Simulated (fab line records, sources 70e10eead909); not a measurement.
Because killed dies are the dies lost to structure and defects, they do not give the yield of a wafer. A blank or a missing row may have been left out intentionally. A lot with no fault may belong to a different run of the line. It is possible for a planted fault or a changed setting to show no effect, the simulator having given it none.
fab line records	flow nandHarc
record: lots: 12	wafers: 36	lastDay: 33
route steps=1302 shown A_M1@1195 A_BONDPAD@1222 END@1302
lots untouched by any fault: they come from a run of this same line in which no faults occurred
startH: hours from the record's first day to the start of the lot's first wafer shown	waitH: hours from the lot's prior step to this one	" repeats the value in the row above	L1.1+2: a single row standing in for several wafers	- either no value or no given start	* or withheld: withheld	< > ~ a bound
route shown NAME@n: names a module that has steps shown in the file, with the first one's number in the route	usual: the fault-free wafers' mean and standard deviation	same: alike in all rows	chamber/n: place in a boat	sites: each site's reading	_std_site: standard deviation of those values	_edge_site: outer sites' mean less inner sites'	radiusMm: how far each site lies from the wafer's centre	mask NAME#n: copy n	behind: tool/chamber where the wafer was last shaped	hold: reason for holding the lot/hours on hold/outcome of the hold	device: the n, p or np transistor that did not switch	end of line: the route-end tests of the same wafers	a step given without rows: its recipe and nothing more	killed: at the first sort, the dies lost to defects and structure; wafer yield is something else	map: dies across one wafer; x = killed, . = not, _ = none there
set.NAME: the setting the step ran with; set.NAME@STEP: the setting that earlier step ran with	model.NAME: the simulator's own value behind a step, which no gauge read
a sample of lots followed through the steps of the route, with each step as a table and each wafer as a row
services: when a tool's chamber went out of use (startH, in hours from the record's first day, below 0 if earlier), for how many hours, and the reason
== steps ==
step: NHARC_A_M1_CMP_23
recipe: tOverpolishS: 20	targetThkNm: 154.34
usual: motorCurrentA: 12.1/1.6	slurryFilterDpKPa: 13.51/0.14	timeToEndpointS: 29.7/2.8
lot.wafer	tool	chamber	startH	waitH	motorCurrentA	slurryFilterDpKPa	timeToEndpointS
L848.1	cmp-02	2	542.58	-	11.9	13.66	32.4
L848.2	"	0	"	"	12.7	13.53	30.6
L848.6	"	1	"	"	11.7	13.48	34.1
L847.1	cmp-01	0	544.10	-	12.3	13.50	32.2
L847.2	"	1	"	"	9.9	13.40	31.3
L847.3	"	2	"	"	12.8	13.59	30.3
L849.3	cmp-01	3	557.11	-	12.9	13.41	30.6
L849.2	"	0	"	"	12.5	13.77	32.6
L849.6	"	0	"	"	13.0	13.55	31.4
L851.1	cmp-01	0	565.58	-	12.1	13.45	29.5
L851.2	"	1	"	"	9.9	13.56	27.4
L851.3	"	2	"	"	13.0	13.52	26.7
L856.2	cmp-01	1	649.28	-	10.1	13.44	26.1
L856.5	"	1	"	"	9.5	13.28	26.5
L856.6	"	2	"	"	12.5	13.61	28.7
L860.2	cmp-01	1	675.23	-	10.1	13.33	29.7
L860.5	"	0	"	"	12.1	13.49	31.8
L860.6	"	1	"	"	9.8	13.45	31.3
L862.3	cmp-03	2	687.85	-	9.3	13.50	29.1
L862.1	"	3	"	"	12.6	13.29	29.6
L862.4	"	0	"	"	15.9	13.80	29.7
L861.1	cmp-01	1	693.35	-	10.1	13.42	27.3
L861.4	"	2	"	"	12.3	13.55	31.9
L861.2	"	0	"	"	12.7	13.49	32.4
L866.4	cmp-03	0	729.16	-	15.1	13.72	27.4
L866.1	"	2	"	"	9.5	13.54	30.1
L866.2	"	3	"	"	13.3	13.39	25.7
L865.4	cmp-03	3	730.32	-	13.2	13.32	28.5
L865.3	"	0	"	"	15.0	13.43	30.2
L865.6	"	2	"	"	9.5	13.51	29.6
L868.3	cmp-01	2	737.62	-	12.7	13.41	33.0
L868.2	"	3	"	"	12.9	13.42	29.9
L868.4	"	1	"	"	10.1	13.31	27.4
L867.2	cmp-01	1	745.42	-	10.5	13.36	31.3
L867.3	"	3	"	"	12.2	13.19	31.5
L867.6	"	1	"	"	9.7	13.21	30.4
step: NHARC_A_BONDPAD_STRIP_15
recipe: o2FlowSccm: 500	arFlowSccm: 0	biasW: 0	chemistry: O2
usual: chamberPressureMTorr: 60.00/0.054	drypumpMotorCurrentA: 5.8/0.43	oesProductAu: 0.999/0.015	rfVppV: 57.9/0.89	showerheadPlenumPTorr: 3.58/0.1	throttleValvePct: 17.036/0.0094
lot.wafer	tool	chamber	startH	waitH	chamberPressureMTorr	drypumpMotorCurrentA	oesProductAu	rfHoursCounterH	rfVppV	showerheadPlenumPTorr	throttleValvePct
L848.2	rieDiel-11	2	545.43	0.1	60.08	5.4	1.011	12	57.3	3.60	17.038
L848.1	"	3	"	"	60.01	6.2	1.017	16	58.6	3.69	17.037
L848.6	"	1	"	"	60.00	6.0	1.000	-	59.0	3.58	17.045
L847.3	rieDiel-11	1	547.11	0.1	59.92	6.0	1.000	16	58.4	3.58	17.031
L847.2	"	2	"	"	59.94	5.4	1.016	12	58.5	3.60	17.036
L847.1	"	3	"	"	60.10	6.2	1.022	16	59.1	3.69	17.026
L849.2	rieDiel-11	3	560.04	0.1	59.88	6.2	1.021	18	58.8	3.69	17.036
L849.3	"	0	"	"	60.00	5.8	0.987	18	57.4	3.46	17.038
L849.6	"	3	"	"	59.93	6.2	1.019	-	58.6	3.69	17.028
L851.2	rieDiel-11	0	568.43	0.1	59.98	5.8	0.997	19	56.9	3.46	17.023
L851.3	"	1	"	"	53.24	6.0	0.995	19	59.7	3.58	17.036
L851.1	"	2	"	"	60.04	5.4	0.994	15	57.0	3.60	17.036
L856.2	rieDiel-10	0	652.21	0.1	60.05	5.8	0.990	12	57.3	3.41	17.045
L856.5	"	2	"	"	60.05	5.7	0.968	-	58.5	3.44	17.033
L856.6	"	3	"	"	60.04	6.2	0.982	-	57.1	3.43	17.053
L860.2	rieDiel-03	1	678.34	0.1	60.03	6.0	1.008	2	59.6	3.52	17.038
L860.5	"	1	"	"	60.01	6.0	1.003	-	57.2	3.52	17.031
L860.6	"	3	"	"	59.93	6.5	1.012	-	57.5	3.78	17.046
L862.1	rieDiel-11	0	690.72	0.1	59.97	5.8	1.009	14	58.5	3.44	17.024
L862.3	"	1	"	"	60.05	6.0	1.003	13	57.3	3.57	17.042
L862.4	"	2	"	"	60.02	5.3	0.990	16	57.4	3.58	17.038
L861.2	rieDiel-11	3	696.39	0.1	60.08	6.2	1.002	14	58.2	3.67	17.050
L861.1	"	0	"	"	59.99	5.8	1.007	14	58.4	3.44	17.025
L861.4	"	2	"	"	60.02	5.4	0.980	16	57.8	3.58	17.057
L866.2	rieDiel-03	0	732.16	0.1	59.99	5.3	1.003	2	58.2	3.61	17.045
L866.1	"	1	"	"	59.97	6.0	1.011	3	57.6	3.52	17.034
L866.4	"	2	"	"	60.04	5.3	1.001	4	57.8	3.55	17.035
L865.3	rieDiel-11	3	733.48	0.1	60.02	6.2	1.015	21	57.6	3.67	17.034
L865.4	"	1	"	"	60.00	6.0	0.998	20	57.1	3.56	17.034
L865.6	"	3	"	"	60.09	6.2	1.011	-	56.9	3.67	17.026
L868.2	rieDiel-11	0	740.62	0.1	59.95	5.8	1.003	21	57.6	3.44	17.031
L868.3	"	1	"	"	59.91	6.0	0.978	21	57.7	3.56	17.044
L868.4	"	2	"	"	59.92	5.4	0.993	25	59.6	3.58	17.041
L867.3	rieDiel-03	2	748.53	0.1	60.01	5.3	0.978	4	58.4	3.55	17.029
L867.2	"	1	"	"	60.01	6.0	1.004	4	58.0	3.52	17.033
L867.6	"	1	"	"	59.99	6.0	1.015	-	59.5	3.52	17.036
step: NHARC_A_BONDPAD_PVD_17
recipe: targetThkA: 50	biasV: 168.6	powerW: 15000	chamberPressurePa: 0.12	timeS: 8.06	substrateTempC: 50	material: TaN
usual: cathodeDcPowerW: 15000/2.9	throttleValvePct: 30.4/0.87
lot.wafer	tool	chamber	startH	waitH	cathodeDcPowerW	throttleValvePct
L848.2	pvdSputter-02	-	-	-	15000	30.3
L848.1	"	-	"	"	14999	31.4
L848.6	"	-	"	"	15002	30.1
L847.2	pvdSputter-02	-	-	-	15001	30.4
L847.1	"	-	"	"	14998	30.1
L847.3	"	-	"	"	14999	31.2
L849.2	pvdSputter-01	-	-	-	14997	29.6
L849.3	"	-	"	"	14994	32.0
L849.6	"	-	"	"	14996	29.5
L851.2	pvdSputter-02	-	-	-	15003	30.5
L851.3	"	-	"	"	14997	29.9
L851.1	"	-	"	"	14999	31.5
L856.2	pvdSputter-01	-	-	-	15000	29.7
L856.6	"	-	"	"	14999	29.5
L856.5	"	-	"	"	14998	29.8
L860.2	pvdSputter-02	-	-	-	14994	30.3
L860.6	"	-	"	"	15004	29.4
L860.5	"	-	"	"	14996	31.3
L862.4	pvdSputter-02	-	-	-	15004	30.8
L862.1	"	-	"	"	14998	29.4
L862.3	"	-	"	"	15003	31.4
L861.4	pvdSputter-03	-	-	-	14994	31.0
L861.1	"	-	"	"	14999	30.8
L861.2	"	-	"	"	15003	29.1
L866.4	pvdSputter-03	-	-	-	14998	30.2
L866.2	"	-	"	"	15000	29.8
L866.1	"	-	"	"	15001	30.8
L865.3	pvdSputter-03	-	-	-	14997	30.2
L865.4	"	-	"	"	14998	29.4
L865.6	"	-	"	"	15001	30.0
L868.2	pvdSputter-01	-	-	-	14998	29.5
L868.4	"	-	"	"	14997	30.3
L868.3	"	-	"	"	15003	32.1
L867.2	pvdSputter-01	-	-	-	15003	30.0
L867.3	"	-	"	"	15002	29.4
L867.6	"	-	"	"	14997	29.8
step: NHARC_A_BONDPAD_PVD_27
recipe: targetThkA: 300	chamberPressurePa: 5	powerW: 5000	substrateTempC: 30	timeS: 20.49	material: Cu
usual: cathodeDcPowerW: 5000.1/0.87	throttleValvePct: 30.4/0.91
lot.wafer	tool	chamber	startH	waitH	cathodeDcPowerW	throttleValvePct
L848.2	pvdSputter-02	-	-	-	5000.8	29.8
L848.1	"	-	"	"	5000.7	31.4
L848.6	"	-	"	"	5000.2	30.3
L847.3	pvdSputter-02	-	-	-	5000.8	29.8
L847.2	"	-	"	"	5000.4	31.3
L847.1	"	-	"	"	4998.5	30.2
L849.3	pvdSputter-01	-	-	-	5000.0	31.9
L849.2	"	-	"	"	5001.4	29.5
L849.6	"	-	"	"	5000.6	30.8
L851.1	pvdSputter-02	-	-	-	5000.4	30.1
L851.2	"	-	"	"	5000.6	29.5
L851.3	"	-	"	"	5001.4	30.5
L856.2	pvdSputter-01	-	-	-	4999.6	32.5
L856.5	"	-	"	"	4998.8	30.0
L856.6	"	-	"	"	5000.3	32.4
L860.2	pvdSputter-02	-	-	-	5000.5	31.4
L860.6	"	-	"	"	5000.1	31.2
L860.5	"	-	"	"	5001.2	30.0
L862.4	pvdSputter-02	-	-	-	5002.0	31.1
L862.1	"	-	"	"	4999.1	31.1
L862.3	"	-	"	"	4998.6	29.9
L861.1	pvdSputter-03	-	-	-	5000.2	30.9
L861.2	"	-	"	"	5001.3	30.2
L861.4	"	-	"	"	4999.0	31.4
L866.4	pvdSputter-03	-	-	-	5001.2	30.0
L866.1	"	-	"	"	5000.2	29.5
L866.2	"	-	"	"	4999.7	31.0
L865.4	pvdSputter-03	-	-	-	5000.9	30.7
L865.3	"	-	"	"	5001.0	30.3
L865.6	"	-	"	"	5000.5	29.7
L868.3	pvdSputter-01	-	-	-	5000.1	29.9
L868.4	"	-	"	"	4998.0	30.0
L868.2	"	-	"	"	4999.5	32.5
L867.3	pvdSputter-01	-	-	-	4999.9	32.2
L867.2	"	-	"	"	5000.0	29.9
L867.6	"	-	"	"	4999.4	32.4
step: NHARC_END_SORT_01
recipe: tempC: 25
usual: defectLimitedYield: 90/3.8	killedAtArray: 61/26	killedAtOther: 0.8/1.1	killedAtPeriphery: 4.0/2.6	killedDies: 66/26	killedOpen: 3.1/1.7	killedShort: 2.5/1.5
same: grossDies: 677
lot.wafer	tool	chamber	startH	waitH	defectLimitedYield[%]	killedAtArray	killedAtOther	killedAtPeriphery	killedDies	killedOpen	killedShort
L849.2	prober-02	0	591.94	2.8	87	88	0	2	90	4	3
L849.3	prober-02	0	592.73	3.1	84	97	0	8	105	3	4
L849.6	prober-02	0	595.09	3.9	87	80	0	8	88	5	2
L856.2	prober-02	0	690.82	2.8	89	68	3	3	74	2	5
L856.5	prober-02	0	693.29	3.8	89	69	2	3	74	2	1
L856.6	prober-02	0	694.11	4.1	88	75	0	7	82	2	1
L862.1	prober-01	0	720.06	2.5	95	31	4	1	36	1	3
L862.3	prober-01	0	721.64	3.1	94	32	1	7	40	0	4
L862.4	prober-01	0	722.44	3.4	95	28	1	2	31	1	6
killed by level:class
L849.2 A_CHANNEL_HOLE_D1:chamberFilmFlake=35 A_SLIT:chamberFilmFlake=26 A_CHANNEL_HOLE_D2:chamberFilmFlake=15 A_CONTACT:chamberFilmFlake=3 A_DECK1_JOINT:geometricParticle:short=2 A_ONON_D1:geometricParticle:open=1 A_CHANNEL_FILL_D2:geometricParticle:open=1 A_WL_FILL:geometricParticle:short=1
L849.3 A_CHANNEL_HOLE_D2:chamberFilmFlake=32 A_CHANNEL_HOLE_D1:chamberFilmFlake=29 A_SLIT:chamberFilmFlake=26 A_STAIRCASE:chamberFilmFlake=3 A_CONTACT:chamberFilmFlake=3 P_ZERO_WELL:chamberFilmFlake=2 P_GATE:chamberFilmFlake=2 P_CONTACT:geometricParticle:short=1
L849.6 A_SLIT:chamberFilmFlake=31 A_CHANNEL_HOLE_D2:chamberFilmFlake=20 A_CHANNEL_HOLE_D1:chamberFilmFlake=18 P_GATE:chamberFilmFlake=3 A_ONON_D2:geometricParticle:open=2 P_ZERO_WELL:chamberFilmFlake=2 A_CONTACT:chamberFilmFlake=2 P_CONTACT:geometricParticle:open=1
L856.2 A_SLIT:chamberFilmFlake=27 A_CHANNEL_HOLE_D2:chamberFilmFlake=15 A_CONTACT:chamberFilmFlake=9 A_CHANNEL_HOLE_D1:chamberFilmFlake=8 THIN_TSV:chamberFilmFlake=3 A_CHANNEL_FILL_D2:geometricParticle:short=2 P_GATE:chamberFilmFlake=2 A_WL_FILL:chamberFilmFlake=2
L856.5 A_SLIT:chamberFilmFlake=29 A_CHANNEL_HOLE_D2:chamberFilmFlake=20 A_CONTACT:chamberFilmFlake=12 A_CHANNEL_HOLE_D1:chamberFilmFlake=4 P_GATE:chamberFilmFlake=2 THIN_TSV:chamberFilmFlake=2 P_GATE:geometricParticle:open=1 A_CHANNEL_FILL_D1:geometricParticle:open=1
L856.6 A_SLIT:chamberFilmFlake=36 A_CHANNEL_HOLE_D2:chamberFilmFlake=17 A_CONTACT:chamberFilmFlake=10 P_GATE:chamberFilmFlake=6 A_CHANNEL_HOLE_D1:chamberFilmFlake=4 A_STAIRCASE:chamberFilmFlake=2 A_ONON_D2:geometricParticle:short=1 A_CHANNEL_HOLE_D2:geometricParticle:open=1
L862.1 A_CHANNEL_HOLE_D1:chamberFilmFlake=12 A_SLIT:chamberFilmFlake=5 A_CONTACT:chamberFilmFlake=5 A_STAIRCASE:chamberFilmFlake=4 THIN_TSV:chamberFilmFlake=3 A_CHANNEL_FILL_D1:geometricParticle:short=2 A_CHANNEL_FILL_D2:geometricParticle:open=1 A_WL_FILL:geometricParticle:short=1
L862.3 A_CHANNEL_HOLE_D1:chamberFilmFlake=17 A_ZERO_WELL:chamberFilmFlake=3 A_SGD_CUT:chamberFilmFlake=3 A_CHANNEL_FILL_D2:geometricParticle:short=2 P_BONDPAD:chamberFilmFlake=2 A_STAIRCASE:chamberFilmFlake=2 A_SLIT:chamberFilmFlake=2 A_CONTACT:chamberFilmFlake=2
L862.4 A_CHANNEL_HOLE_D1:chamberFilmFlake=9 A_SLIT:chamberFilmFlake=4 A_CONTACT:chamberFilmFlake=4 A_CHANNEL_FILL_D2:geometricParticle:short=2 A_M0:geometricParticle:short=2 P_GATE:chamberFilmFlake=2 A_STAIRCASE:chamberFilmFlake=2 A_SGD_CUT:chamberFilmFlake=2
== services ==
tool	chamber	startH	hours	kind
pvdSputter-03	-	535.45	10.0	pm
pvdSputter-02	-	538.30	4.0	repair
rieDiel-03	1	551.11	14.2	repair
cmp-03	-	554.08	4.0	pm
cmp-01	-	558.45	1.2	repair
cmp-03	-	571.25	2.3	repair
cmp-01	-	577.50	4.0	pm
pvdSputter-01	-	582.03	10.0	pm
pvdSputter-02	-	588.24	1.4	repair
rieDiel-11	3	588.91	4.8	repair
rieDiel-03	2	600.98	1.3	repair
rieDiel-11	-	610.20	9.0	pm
cmp-03	-	623.81	18.5	repair
rieDiel-11	3	624.81	5.4	repair
cmp-01	-	628.86	2.0	repair
rieDiel-03	-	635.30	9.0	pm
pvdSputter-02	-	638.01	10.0	pm
cmp-03	-	652.12	4.0	pm
rieDiel-03	0	674.07	8.6	repair
cmp-01	-	675.50	4.0	pm
rieDiel-11	3	677.12	8.5	repair
rieDiel-03	-	684.37	0.5	repair
pvdSputter-03	-	713.45	10.0	pm
cmp-01	-	714.10	1.6	repair
== key ==
firstSign: step: NHARC_A_BONDPAD_STRIP_15	reading: chamberPressureMTorr	direction: down	sigmas: 99+	usual: 60.00	struck: 53.24
effect none on later readings
metAt NHARC_A_BONDPAD_STRIP_15
struckLots L851
struckWafers L851.3
notActingAt NHARC_A_M1_CMP_23,NHARC_A_BONDPAD_PVD_17,NHARC_A_BONDPAD_PVD_27
onsetBetween 547.11 568.43
fault: kind: processParameterDrift	tool: rieDiel-11	chamber: 1	onsetH: 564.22	steps: NHARC_A_BONDPAD_STRIP_15	channel: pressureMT	offset: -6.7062	shape: step	endH: 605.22	actsIn: theseRecipesOnly	stated: 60
